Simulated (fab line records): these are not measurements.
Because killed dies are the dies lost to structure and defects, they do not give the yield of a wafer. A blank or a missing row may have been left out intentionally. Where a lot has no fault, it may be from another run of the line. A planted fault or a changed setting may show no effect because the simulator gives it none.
fab line records	flow n5_finfet
[record] lots = 7	wafers = 19	last_day = 19
route steps=1938 shown BEOL_M8@1367 BEOL_M15@1830 PASSIVATION@1936
lots with no fault: from the same line, run without faults
start_h: hours from the record's opening day to when the first of the lot's shown wafers began	wait_h: how many hours have passed since the lot's step before this one	" as in the row above	L1.1+2: one row covering several wafers at once	- value missing, or start not given	* or withheld: withheld	< > ~ a bound
route shown NAME@n: a module of which the file shows steps, and the number in the route of the first	usual: mean/standard deviation taken from wafers without a fault	same: alike in all rows	chamber/n: place in a boat	sites: each site's reading	_std_site: the standard deviation of these	_edge_site: inner sites' mean taken away from outer sites' mean	radius_mm: for every site, how far away it sits from the centre of the wafer	mask NAME#n: copy n	behind: the last tool/chamber to shape the wafer	hold: cause of the lot's hold/its duration in hours/its outcome	device: which transistor (n, p or np) failed to switch	end of line: at the end of the route, the tests of the same wafers	a step given without rows: its recipe and nothing more	killed: not the wafer's yield, but the dies lost to structure and defects at the first sort	map: a wafer's dies, marking killed ones x, the rest . and places with no die _
set.NAME: the run value of the setting; set.NAME@STEP: its run value at that earlier step	model.NAME: the simulator's own value behind a step, which no gauge read
route steps across a sampled set of lots; one table per step, one row per wafer
services: when a tool's chamber went out of use (start_h, in hours from the record's first day, below 0 if earlier), for how many hours, and the reason
[[steps]]
[step N5_BEOL_M8_INSPECT_30]
[recipe] mode = adi	inspect_instrument = brightfield
[usual] raw_defect_count = 472/120
lot.wafer	tool	chamber	start_h	wait_h	raw_defect_count
L627.2	defect_inspect-02	-	212.60	0.0	381
L627.3	"	-	"	"	382
L627.5	"	-	"	"	314
L637.2	defect_inspect-01	-	306.39	0.0	560
L637.4	"	-	"	"	375
L637.6	"	-	"	"	388
L638.3	defect_inspect-02	-	316.09	0.0	606
L638.5	"	-	"	"	337
L638.6	"	-	"	"	387
L641.1	defect_inspect-02	-	320.98	0.1	466
L641.4	"	-	"	"	596
L648.1	defect_inspect-01	-	368.98	0.1	320
L648.5	"	-	"	"	540
L648.6	"	-	"	"	362
L649.3	defect_inspect-01	-	380.30	0.0	504
L649.5	"	-	"	"	460
L649.6	"	-	"	"	390
L650.1	defect_inspect-02	-	385.59	0.1	445
L650.4	"	-	"	"	339
[step N5_BEOL_M8_TRENCH_ETCH_37]
[recipe] chemistry = C4F6/O2	target_depth_a = 934.78	target = SiCOH_lowk	time_s = 31.2	ion_energy_ev = 250	pressure_mtorr = 30	source_w = 345	bias_w = 185	Ar_flow_sccm = 300	C4F6_flow_sccm = 10	O2_flow_sccm = 10
[usual] drypump_motor_current_A = 5.5/0.47	oes_product_au = 0.81/0.088	rf_vpp_V = 670/18	showerhead_plenum_p_Torr = 2.86/0.096	throttle_valve_pct = 20.89/0.25
[same] time_s = 31.2
lot.wafer	tool	chamber	start_h	wait_h	drypump_motor_current_A	oes_product_au	rf_hours_counter_h	rf_vpp_V	showerhead_plenum_p_Torr	throttle_valve_pct
L627.2	rie_diel-03	0	213.31	-	5.0	0.83	52	677	2.87	20.83
L627.3	"	2	"	"	5.2	0.72	194	670	2.72	21.21
L627.5	"	0	"	"	5.0	0.84	-	677	2.87	20.83
L637.2	rie_diel-03	0	306.71	-	5.0	0.80	86	676	2.86	20.88
L637.4	"	2	"	"	5.2	0.64	227	668	2.70	21.24
L637.6	"	2	"	"	5.2	0.64	-	669	2.70	21.24
L638.3	rie_diel-03	2	316.56	-	5.2	0.69	231	668	2.70	21.28
L638.5	"	1	"	"	5.8	0.93	-	659	2.79	20.49
L638.6	"	2	"	"	5.2	0.64	-	669	2.70	21.26
L641.1	rie_diel-04	2	321.28	-	6.2	0.86	48	662	3.01	20.80
L641.4	"	1	"	"	5.7	0.72	-	664	2.84	21.25
L648.1	rie_diel-02	2	369.77	-	5.2	0.71	195	656	2.92	20.75
L648.5	"	0	"	"	6.3	0.75	-	647	2.84	21.27
L648.6	"	3	"	"	5.7	0.84	-	653	2.77	20.70
L649.3	rie_diel-03	1	380.66	-	5.8	0.88	31	660	2.78	20.50
L649.5	"	3	"	"	4.8	0.83	-	704	3.00	20.84
L649.6	"	1	"	"	5.8	0.89	-	658	2.78	20.51
L650.1	rie_diel-04	0	386.18	-	5.8	0.93	23	643	2.89	20.49
L650.4	"	3	"	"	6.0	0.82	-	692	2.84	20.86
[step N5_BEOL_M8_ETCH_41]
[recipe] chemistry = CH3F/O2	target = SiCN	target_depth_a = 319	taper_deg = 2	time_s = 57.8	ion_energy_ev = 120	mask_material = TiN	pressure_mtorr = 30	source_w = 395	bias_w = 75	Ar_flow_sccm = 150	CH3F_flow_sccm = 30	O2_flow_sccm = 20
[usual] drypump_motor_current_A = 5.5/0.47	oes_product_au = 0.81/0.088	rf_vpp_V = 297.7/1.6	showerhead_plenum_p_Torr = 2.01/0.07	throttle_valve_pct = 16.29/0.25
[same] time_s = 57.8
lot.wafer	tool	chamber	start_h	wait_h	drypump_motor_current_A	oes_product_au	rf_hours_counter_h	rf_vpp_V	showerhead_plenum_p_Torr	throttle_valve_pct
L627.2	rie_diel-03	0	-	-	5.0	0.84	52	299.3	2.02	16.18
L627.3	"	2	"	"	5.3	0.72	194	296.3	1.91	16.63
L627.5	"	0	"	"	5.0	0.83	-	297.5	2.02	16.20
L637.2	rie_diel-03	0	-	-	5.0	0.80	86	297.9	2.01	16.26
L637.4	"	2	"	"	5.2	0.69	227	294.4	1.90	16.70
L637.6	"	2	"	"	5.2	0.70	-	295.6	1.90	16.68
L638.3	rie_diel-03	2	-	-	5.2	0.69	231	295.7	1.90	16.69
L638.5	"	1	"	"	5.8	0.93	-	296.0	1.96	15.87
L638.6	"	2	"	"	5.2	0.68	-	294.7	1.89	16.66
L641.1	rie_diel-04	2	-	-	6.2	0.86	48	300.6	2.12	16.18
L641.4	"	1	"	"	5.7	0.73	-	298.1	1.99	16.62
L648.1	rie_diel-02	2	-	-	5.2	0.70	195	298.4	2.06	16.23
L648.5	"	0	"	"	6.3	0.74	-	296.2	2.00	16.67
L648.6	"	3	"	"	5.7	0.83	-	295.9	1.95	16.14
L649.3	rie_diel-03	1	-	-	5.8	0.88	31	295.6	1.95	15.88
L649.5	"	3	"	"	4.9	0.83	-	300.5	2.11	16.19
L649.6	"	1	"	"	5.9	0.89	-	295.8	1.95	15.88
L650.1	rie_diel-04	0	-	-	5.8	0.94	23	298.8	2.03	15.89
L650.4	"	3	"	"	6.0	0.81	-	298.0	2.00	16.33
[step N5_BEOL_M8_OCD_MEAS_38]
[usual] trench_depth_nm = 94.2/1.8
lot.wafer	tool	chamber	start_h	wait_h	trench_depth_nm
L627.2	ocd-01	-	213.47	-	94.5
L627.3	"	-	"	"	96.0
L627.5	"	-	"	"	94.6
L637.2	ocd-02	-	306.86	-	94.2
L637.4	"	-	"	"	81.6
L637.6	"	-	"	"	81.2
L638.3	ocd-02	-	316.72	-	94.3
L638.5	"	-	"	"	93.6
L638.6	"	-	"	"	82.0
L641.1	ocd-02	-	321.44	-	92.9
L641.4	"	-	"	"	95.5
L648.1	ocd-02	-	369.93	-	93.6
L648.5	"	-	"	"	92.7
L648.6	"	-	"	"	93.7
L649.3	ocd-01	-	380.82	-	93.1
L649.5	"	-	"	"	94.8
L649.6	"	-	"	"	93.2
L650.1	ocd-02	-	386.34	-	97.6
L650.4	"	-	"	"	93.1
[step N5_BEOL_M8_PRE_CLEAN_45]
[recipe] gas = H2/He	time_s = 30	temp_c = 250
[usual] heater_power_w = 347/33
[same] time_s = 30
lot.wafer	tool	chamber	start_h	wait_h	heater_power_w
L627.2	pvd_sputter-02	-	214.06	0.0	316
L627.3	"	-	"	"	297
L627.5	"	-	"	"	296
L637.2	pvd_sputter-03	-	307.47	0.0	351
L637.4	"	-	"	"	342
L637.6	"	-	"	"	365
L638.3	pvd_sputter-03	-	317.86	0.0	342
L638.5	"	-	"	"	360
L638.6	"	-	"	"	350
L641.1	pvd_sputter-01	-	322.47	0.0	429
L641.4	"	-	"	"	334
L648.1	pvd_sputter-03	-	371.13	0.0	313
L648.5	"	-	"	"	339
L648.6	"	-	"	"	360
L649.3	pvd_sputter-01	-	381.38	0.0	422
L649.5	"	-	"	"	425
L649.6	"	-	"	"	341
L650.1	pvd_sputter-02	-	387.21	0.0	311
L650.4	"	-	"	"	299
[step N5_BEOL_M8_THK_MEAS_53]
[recipe] thk_meas_gauge = xrf	reads = Cu_of_BEOL_M8_ECD_50
[usual] M8_THK = 79.2/2.3
lot.wafer	tool	chamber	start_h	wait_h	M8_THK[nm]
L627.2	film_metro-02	-	217.14	-	80.2
L627.3	"	-	"	"	80.6
L627.5	"	-	"	"	78.4
L637.2	film_metro-01	-	309.26	-	79.8
L637.4	"	-	"	"	65.2
L637.6	"	-	"	"	64.8
L638.3	film_metro-01	-	320.25	-	79.6
L638.5	"	-	"	"	78.3
L638.6	"	-	"	"	69.2
L641.1	film_metro-01	-	324.39	-	79.1
L641.4	"	-	"	"	80.9
L648.1	film_metro-02	-	373.26	-	76.8
L648.5	"	-	"	"	78.3
L648.6	"	-	"	"	76.8
L649.3	film_metro-01	-	383.03	-	78.0
L649.5	"	-	"	"	80.6
L649.6	"	-	"	"	80.5
L650.1	film_metro-01	-	390.23	-	83.6
L650.4	"	-	"	"	77.5
[step N5_BEOL_M8_RS_MEAS_57]
[recipe] thk_meas_gauge = four-point-probe	reads = Cu_of_BEOL_M8_ECD_50+Co_of_BEOL_M8_CVD_78+TaN_of_BEOL_M8_ALD_77
[usual] M8_RS = 0.285/0.009
lot.wafer	tool	chamber	start_h	wait_h	M8_RS[ohm/sq]
L627.2	film_metro-01	-	217.28	0.1	0.281
L627.3	"	-	"	"	0.280
L627.5	"	-	"	"	0.287
L637.2	film_metro-01	-	309.39	0.1	0.279
L637.4	"	-	"	"	0.354
L637.6	"	-	"	"	0.357
L638.3	film_metro-02	-	320.39	0.1	0.284
L638.5	"	-	"	"	0.290
L638.6	"	-	"	"	0.338
L641.1	film_metro-01	-	324.52	0.1	0.281
L641.4	"	-	"	"	0.273
L648.1	film_metro-02	-	373.39	0.1	0.291
L648.5	"	-	"	"	0.287
L648.6	"	-	"	"	0.293
L649.3	film_metro-02	-	383.16	0.1	0.290
L649.5	"	-	"	"	0.281
L649.6	"	-	"	"	0.280
L650.1	film_metro-02	-	390.36	0.1	0.265
L650.4	"	-	"	"	0.293
[step N5_BEOL_M15_RC_MEAS_101]
[usual] COMB_M10 = 1.5e-11/3.2e-12	COMB_M11 = 1.5e-11/3.6e-12	COMB_M12 = 6.8e-12/1.4e-12	COMB_M13 = 4.9e-12/1.1e-12	COMB_M14 = 3.8e-12/8.6e-13	COMB_M15 = 2.8e-12/8e-13	COMB_M5 = 3.7e-11/7.5e-12	COMB_M6 = 2.7e-11/5.6e-12	COMB_M7 = 2.6e-11/5.4e-12	COMB_M8 = 2.6e-11/5.3e-12	COMB_M9 = 1.46e-11/2.9e-12	SERP_M10 = 3.01/0.078	SERP_M11 = 3.11/0.12	SERP_M11_max_site = 3.20/0.13	SERP_M12 = 0.633/0.024	SERP_M13 = 0.307/0.0083	SERP_M14 = 0.159/0.006	SERP_M5 = 39.8/2.2	SERP_M6 = 13.5/0.71	SERP_M7 = 13.8/0.67	SERP_M8 = 13.8/0.74	SERP_M8_max_site = 14.4/0.78	SERP_M9 = 3.10/0.11
lot.wafer	tool	chamber	start_h	wait_h	COMB_M10[S/m]	COMB_M11[S/m]	COMB_M12[S/m]	COMB_M13[S/m]	COMB_M14[S/m]	COMB_M15[S/m]	COMB_M5[S/m]	COMB_M6[S/m]	COMB_M7[S/m]	COMB_M8[S/m]	COMB_M9[S/m]	SERP_M10[ohm/um]	SERP_M11[ohm/um]	SERP_M11_max_site[ohm/um]	SERP_M12[ohm/um]	SERP_M13[ohm/um]	SERP_M14[ohm/um]	SERP_M5[ohm/um]	SERP_M6[ohm/um]	SERP_M7[ohm/um]	SERP_M8[ohm/um]	SERP_M8_max_site[ohm/um]	SERP_M9[ohm/um]
L627.2	prober-01	0	273.66	0.2	1.6e-11	1.5e-11	8.3e-12	4.5e-12	4.8e-12	3.1e-12	3.5e-11	4.1e-11	2.3e-11	3.7e-11	1.42e-11	2.85	3.26	3.31	0.680	0.313	0.158	39.4	13.7	14.7	13.9	14.5	3.04
L627.3	"	0	"	"	2.1e-11	1.9e-11	8e-12	7.7e-12	3.3e-12	3.5e-12	3.3e-11	3e-11	1.9e-11	3.3e-11	1.51e-11	2.90	3.03	3.09	0.653	0.318	0.157	37.7	12.5	14.5	13.7	14.3	3.20
L627.5	"	0	"	"	1.7e-11	1.7e-11	1.03e-11	4.6e-12	3.7e-12	3.2e-12	2.8e-11	3.1e-11	3.1e-11	2.8e-11	1.9e-11	3.06	3.33	3.47	0.606	0.306	0.164	38.5	14.1	14.0	13.9	15.1	3.02
L637.2	prober-02	0	362.04	0.2	1e-11	1.2e-11	4.7e-12	5.7e-12	3e-12	1.6e-12	4e-11	2.8e-11	3.3e-11	3e-11	1.12e-11	3.01	3.19	3.25	0.613	0.304	0.160	38.3	13.4	13.4	13.0	14.3	3.19
L637.4	"	0	"	"	1.5e-11	9e-12	5e-12	4.5e-12	4.3e-12	1.3e-12	3.1e-11	2.7e-11	1.6e-11	3e-11	1.15e-11	2.97	3.15	3.28	0.633	0.306	0.168	41.0	12.2	13.3	17.0	17.8	3.00
L637.6	"	0	"	"	1.5e-11	1.2e-11	4.8e-12	3.5e-12	3.6e-12	2.3e-12	2.2e-11	2.2e-11	3.1e-11	2.4e-11	1.51e-11	2.90	3.12	3.22	0.636	0.296	0.168	39.7	12.8	13.8	16.1	16.9	3.20
L638.3	prober-02	0	371.67	0.3	1.4e-11	1.7e-11	5.5e-12	5.1e-12	2e-12	1.4e-12	4e-11	2.4e-11	2.4e-11	1.8e-11	2.22e-11	2.96	3.03	3.11	0.659	0.310	0.157	40.9	13.0	13.3	14.2	14.5	3.06
L638.5	"	0	"	"	1.5e-11	1.8e-11	5.2e-12	2.9e-12	4.2e-12	1.3e-12	3.2e-11	2.8e-11	2.9e-11	2.4e-11	1.55e-11	2.96	3.08	3.21	0.613	0.305	0.166	36.9	12.9	12.6	14.1	14.7	2.96
L638.6	"	0	"	"	1.1e-11	1.2e-11	5.5e-12	5.3e-12	2.7e-12	2.1e-12	3.9e-11	2.9e-11	3.6e-11	2.3e-11	1.39e-11	2.97	2.96	3.05	0.615	0.317	0.160	36.6	12.3	13.9	16.4	16.6	3.01
L641.1	prober-02	0	377.42	0.0	1.3e-11	1.2e-11	6.4e-12	6.2e-12	2e-12	2.1e-12	4.2e-11	2.4e-11	2.4e-11	2.3e-11	1.34e-11	3.08	2.90	2.96	0.608	0.322	0.160	36.7	13.1	14.9	13.7	14.7	2.98
L641.4	"	0	"	"	1.4e-11	1.5e-11	5.2e-12	5.4e-12	2.5e-12	1.8e-12	3.9e-11	2.3e-11	2.1e-11	2.7e-11	1.04e-11	3.10	3.09	3.13	0.617	0.310	0.169	40.1	12.9	14.2	13.5	14.3	3.37
L648.1	prober-02	0	423.75	0.0	1.7e-11	1.4e-11	6.4e-12	3.9e-12	3.5e-12	2.6e-12	3.1e-11	2.9e-11	3e-11	2.4e-11	1.59e-11	3.10	3.05	3.08	0.657	0.313	0.154	35.2	13.1	14.1	14.3	14.6	3.29
L648.5	"	0	"	"	2e-11	1.4e-11	5.9e-12	5.5e-12	3e-12	3e-12	3.3e-11	1.8e-11	2.9e-11	1.9e-11	1.43e-11	2.92	3.21	3.31	0.624	0.322	0.154	38.5	14.0	13.2	14.9	15.3	3.26
L648.6	"	0	"	"	1.7e-11	1.5e-11	4.8e-12	3e-12	4.8e-12	3.5e-12	3.6e-11	1.9e-11	2e-11	2.6e-11	1.43e-11	3.00	3.23	3.31	0.663	0.307	0.159	38.0	12.9	13.0	15.0	15.9	3.22
L649.3	prober-01	0	445.15	0.3	1.7e-11	1.5e-11	8.3e-12	5.5e-12	4.2e-12	3.3e-12	3.8e-11	3.3e-11	2.7e-11	3.1e-11	1.34e-11	3.01	3.29	3.37	0.625	0.320	0.167	40.7	13.7	14.6	13.5	14.2	3.03
L649.5	"	0	"	"	1.7e-11	1.2e-11	9.3e-12	5.7e-12	4.1e-12	2.4e-12	3.8e-11	2.2e-11	3e-11	3.1e-11	1.19e-11	3.00	3.24	3.35	0.637	0.309	0.165	41.9	14.2	14.7	12.8	13.9	2.98
L649.6	"	0	"	"	1.1e-11	1.2e-11	1.08e-11	8e-12	3.6e-12	3e-12	3.7e-11	2.6e-11	2.8e-11	2e-11	1.45e-11	3.03	3.14	3.21	0.596	0.322	0.148	37.9	12.5	12.6	13.6	14.2	3.12
L650.1	prober-02	0	445.56	0.4	1.5e-11	1.5e-11	5.2e-12	5.3e-12	3.3e-12	2.1e-12	4e-11	2.3e-11	2.5e-11	2.2e-11	1.26e-11	3.06	3.12	3.30	0.619	0.302	0.147	40.8	12.7	14.9	13.0	13.7	2.97
L650.4	"	0	"	"	1.5e-11	2.1e-11	5.4e-12	4.7e-12	3.6e-12	2.5e-12	4.7e-11	3.3e-11	2e-11	2.5e-11	1.13e-11	3.10	3.04	3.12	0.618	0.304	0.168	40.7	13.2	13.8	14.0	14.5	3.18
// sites SERP_M8 radius_mm=0,75,75,75,75,140,140,140,140
L627.2 13.6 13.8 14.0 13.8 13.6 13.9 14.5 14.0 13.9
L637.2 12.3 13.0 12.6 12.7 12.4 14.3 14.2 14.1 13.8
L638.3 14.5 14.2 14.5 14.5 14.5 13.6 13.8 14.1 13.3
L641.1 13.3 13.7 13.9 13.5 13.7 13.6 14.3 13.8 14.7
L648.1 14.5 14.6 14.4 14.2 14.3 14.3 13.8 14.5 14.2
L649.3 12.8 12.6 12.9 13.1 13.5 13.8 14.2 13.7 14.2
L650.1 13.0 13.0 13.7 13.1 13.1 12.6 13.1 12.5 12.9
[step N5_PASSIVATION_PROBE_49]
[usual] defect_limited_yield = 91.2/1.4	killed_at_M0_to_M3 = 34/9.3	killed_at_M4_up = 14/5.9	killed_at_contacts = 14/5.7	killed_at_front_end = 38/10	killed_at_other = 4/3.2	killed_dies = 104/17	killed_open = 67/13	killed_short = 33/6.9	sort_bin_5_function = 5.2/1	sort_bin_6_memory = 3.3/0.61	sort_bin_8_speed = 0.3/1.8	sort_n_pass = 1069/52	sort_yield_pct = 91/4.4
[same] gross_dies = 1180	killed_at_back_side = 0	sort_bin_4_leakage[%] = 0
lot.wafer	tool	chamber	start_h	wait_h	defect_limited_yield[%]	killed_at_M0_to_M3	killed_at_M4_up	killed_at_contacts	killed_at_front_end	killed_at_other	killed_dies	killed_open	killed_short	sort_bin_5_function[%]	sort_bin_6_memory[%]	sort_bin_8_speed[%]	sort_n_pass	sort_yield_pct[%]
L627.2	prober-01	-	286.18	0.1	92.6	19	18	13	31	6	87	52	32	4.2	2.8	0	1093	93
L627.3	prober-01	-	286.23	0.1	93.4	28	9	7	34	0	78	46	30	3.7	2.6	0	1102	93
L627.5	prober-01	-	286.33	0.2	91.6	33	19	8	34	5	99	63	35	5.0	2.8	0	1081	92
L637.2	prober-01	-	376.28	0.1	90.7	28	21	20	40	1	110	73	27	5.9	3.1	0	1070	91
L637.4	prober-01	-	376.38	0.2	91.9	24	14	11	32	14	95	54	29	5.5	2.3	0	1085	92
L637.6	prober-01	-	376.48	0.3	90.5	43	16	16	34	3	112	75	34	5.4	3.7	0	1068	91
L638.3	prober-02	-	385.23	0.1	89.9	24	14	33	44	4	119	73	26	6.4	3.2	0.3	1058	90
L638.5	prober-02	-	385.33	0.2	92.2	26	14	15	30	7	92	56	29	4.2	3.1	0	1088	92
L638.6	prober-02	-	385.38	0.3	91.7	36	13	17	29	3	98	65	28	4.6	3.6	0	1082	92
L641.1	prober-01	-	392.21	0.0	90.8	41	15	14	39	0	109	65	39	5.3	3.6	0.2	1069	91
L641.4	prober-01	-	392.36	0.2	88.6	43	11	16	57	8	135	80	43	7.0	4.0	0	1045	89
L648.1	prober-02	-	438.40	0.0	91.3	33	15	21	33	1	103	66	33	5.3	3.1	0	1077	91
L648.5	prober-02	-	438.60	0.2	93.0	28	8	12	32	3	83	59	19	3.9	2.8	0	1097	93
L648.6	prober-02	-	438.65	0.3	92.9	26	4	7	45	2	84	46	34	4.2	2.6	0	1096	93
// killed by level:class
L627.2 MOL_CONTACT_COAG:geometric_particle:open=9 BEOL_M4:geometric_particle:open=9 DUMMY_GATE:geometric_particle:open=7 FIN_SAQP:geometric_particle:open=6 FIN_SAQP:geometric_particle:short=6 BEOL_M3:geometric_particle:open=4 MOL_CONTACT_COAG:geometric_particle:short=4 BEOL_M1:geometric_particle:open=4
L627.3 FIN_SAQP:geometric_particle:open=10 FIN_SAQP:geometric_particle:short=10 BEOL_M0_SAQP:geometric_particle:open=7 MOL_CONTACT_COAG:geometric_particle:open=5 BEOL_M1:geometric_particle:short=5 BEOL_M1:geometric_particle:open=4 BEOL_M0_SAQP:geometric_particle:short=4 BEOL_M3:geometric_particle:open=4
L627.5 FIN_SAQP:geometric_particle:short=9 FIN_SAQP:geometric_particle:open=7 BEOL_M1:geometric_particle:open=7 MOL_CONTACT_COAG:geometric_particle:open=6 DUMMY_GATE:geometric_particle:open=5 BEOL_M0:geometric_particle:open=5 BEOL_M3:geometric_particle:short=5 BEOL_M3:geometric_particle:open=5
L637.2 MOL_CONTACT_COAG:geometric_particle:open=17 BEOL_M2:geometric_particle:open=9 BEOL_M4:geometric_particle:open=8 SD_EPI_N:area_etch=7 STI_FIN_REVEAL:geometric_particle:open=6 BEOL_M3:geometric_particle:open=6 FIN_SAQP:geometric_particle:short=5 BEOL_M8:geometric_particle:open=5
L637.4 PASSIVATION:area_etch=11 DUMMY_GATE:geometric_particle:open=7 BEOL_M3:geometric_particle:open=7 MOL_CONTACT_COAG:geometric_particle:open=7 BEOL_M2:geometric_particle:open=7 BEOL_M4:geometric_particle:open=7 ILD0:geometric_particle:short=6 FIN_SAQP:geometric_particle:short=5
L637.6 BEOL_M2:geometric_particle:open=13 MOL_CONTACT_COAG:geometric_particle:open=12 FIN_SAQP:geometric_particle:open=8 BEOL_M0_SAQP:geometric_particle:open=8 BEOL_M3:geometric_particle:open=8 BEOL_M4:geometric_particle:open=7 ILD0:geometric_particle:short=7 BEOL_M0_SAQP:geometric_particle:short=7
L638.3 MOL_CONTACT_COAG:geometric_particle:open=22 SDB:area_etch=14 DUMMY_GATE:geometric_particle:open=6 MOL_CONTACT_COAG:geometric_particle:short=6 BEOL_M2:geometric_particle:open=6 FIN_SAQP:geometric_particle:open=5 BEOL_M0_SAQP:geometric_particle:open=5 MOL_CONTACT_COAG:area_etch=5
L638.5 MOL_CONTACT_COAG:geometric_particle:open=14 STARTING-WAFER:geometric_particle:open=7 BEOL_M0_SAQP:geometric_particle:open=5 BEOL_M0_SAQP:geometric_particle:short=5 BEOL_M2:geometric_particle:open=5 SDB:area_etch=5 DUMMY_GATE:geometric_particle:open=4 BEOL_M3:geometric_particle:open=4
L638.6 MOL_CONTACT_COAG:geometric_particle:open=12 BEOL_M3:geometric_particle:open=9 BEOL_M0_SAQP:geometric_particle:short=8 BEOL_M2:geometric_particle:open=8 FIN_SAQP:geometric_particle:open=7 GATE_CUT:geometric_particle:open=5 MOL_CONTACT_COAG:geometric_particle:short=5 BEOL_M1:geometric_particle:open=4
L641.1 BEOL_M0_SAQP:geometric_particle:short=10 BEOL_M1:geometric_particle:open=10 GATE_CUT:geometric_particle:short=9 MOL_CONTACT_COAG:geometric_particle:open=9 BEOL_M0_SAQP:geometric_particle:open=7 BEOL_M0:geometric_particle:open=7 STI_FIN_REVEAL:geometric_particle:open=6 FIN_SAQP:geometric_particle:open=5
L641.4 STI_FIN_REVEAL:geometric_particle:open=18 MOL_CONTACT_COAG:geometric_particle:open=14 BEOL_M0_SAQP:geometric_particle:open=13 BEOL_M0_SAQP:geometric_particle:short=8 BEOL_M1:geometric_particle:open=8 PASSIVATION:area_etch=8 GATE_CUT:geometric_particle:short=7 FIN_SAQP:geometric_particle:short=6
L648.1 MOL_CONTACT_COAG:geometric_particle:open=16 STI_FIN_REVEAL:geometric_particle:open=10 BEOL_M2:geometric_particle:open=10 BEOL_M4:geometric_particle:open=6 BEOL_M0_SAQP:geometric_particle:short=5 BEOL_M1:geometric_particle:open=5 BEOL_M2:geometric_particle:short=5 DUMMY_GATE:geometric_particle:open=4
L648.5 MOL_CONTACT_COAG:geometric_particle:open=12 STI_FIN_REVEAL:geometric_particle:open=9 BEOL_M3:geometric_particle:open=7 DUMMY_GATE:geometric_particle:open=6 BEOL_M0_SAQP:geometric_particle:short=6 BEOL_M0_SAQP:geometric_particle:open=5 BEOL_M2:geometric_particle:open=4 GATE_CUT:geometric_particle:short=3
L648.6 STI_FIN_REVEAL:geometric_particle:open=12 BEOL_M0_SAQP:geometric_particle:short=9 STI_FIN_REVEAL:geometric_particle:short=7 BEOL_M3:geometric_particle:open=6 GATE_CUT:geometric_particle:short=5 MOL_CONTACT_COAG:geometric_particle:open=5 BEOL_M0_SAQP:geometric_particle:open=5 DUMMY_GATE:geometric_particle:open=4
[[services]]
tool	chamber	start_h	hours	kind
rie_diel-02	1	191.74	-	clean
rie_diel-02	1	191.74	-	consumable_replace:focus_ring
rie_diel-02	1	191.74	22.8	scheduled_down
rie_diel-02	1	191.74	22.8	vent_cycle
rie_diel-03	0	201.11	2.7	repair
rie_diel-04	2	244.17	16.4	repair
rie_diel-03	1	263.46	-	clean
rie_diel-03	1	263.46	-	consumable_replace:focus_ring
rie_diel-02	1	286.15	11.8	repair
rie_diel-04	0	302.78	-	clean
rie_diel-04	0	302.78	-	consumable_replace:focus_ring
rie_diel-04	0	302.78	21.6	scheduled_down
rie_diel-04	0	302.78	21.6	vent_cycle
rie_diel-02	3	333.88	28.2	repair
rie_diel-03	1	359.08	5.1	repair
rie_diel-03	2	376.64	-	clean
rie_diel-03	2	376.64	-	consumable_replace:focus_ring
rie_diel-03	2	376.64	-	consumable_replace:showerhead
rie_diel-03	2	376.64	19.1	scheduled_down
rie_diel-03	2	376.64	19.1	vent_cycle
rie_diel-04	1	382.68	-	clean
rie_diel-04	1	382.68	-	consumable_replace:focus_ring
rie_diel-04	1	382.68	23.1	scheduled_down
rie_diel-04	1	382.68	23.1	vent_cycle
[[key]]
[first_sign] step = N5_BEOL_M8_OCD_MEAS_38	reading = trench_depth_nm	direction = down	sigmas = 7.1	usual = 94.2	struck = 81.6
[effect] step = N5_BEOL_M8_THK_MEAS_53	reading = M8_THK	direction = down	sigmas = 5.5	usual = 79.2	struck = 66.4
[effect] step = N5_BEOL_M8_RS_MEAS_57	reading = M8_RS	direction = up	sigmas = 7.2	usual = 0.285	struck = 0.350
[effect] step = N5_BEOL_M15_RC_MEAS_101	reading = SERP_M8	direction = up	sigmas = 3.7	usual = 13.8	struck = 16.5
met_at N5_BEOL_M8_TRENCH_ETCH_37
struck_lots L637,L638
struck_wafers L637.4,L637.6,L638.6
[baseline_loss] step = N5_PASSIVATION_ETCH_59	wafers = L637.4
[baseline_loss] step = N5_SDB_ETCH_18	wafers = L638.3
not_acting_at N5_BEOL_M8_INSPECT_30,N5_BEOL_M8_ETCH_41,N5_BEOL_M8_PRE_CLEAN_45
onset_between 213.31 306.71
[fault] kind = process_parameter_drift	tool = rie_diel-03	chamber = -	onset_h = 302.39	steps = N5_BEOL_M8_TRENCH_ETCH_37	channel = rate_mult	offset = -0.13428	shape = step	end_h = 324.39	scope = struck_wafers_only
// baseline_loss: these wafers lose ten dies or more at that step, a loss of the line's own and not of a fault; the sort's usual values leave them out
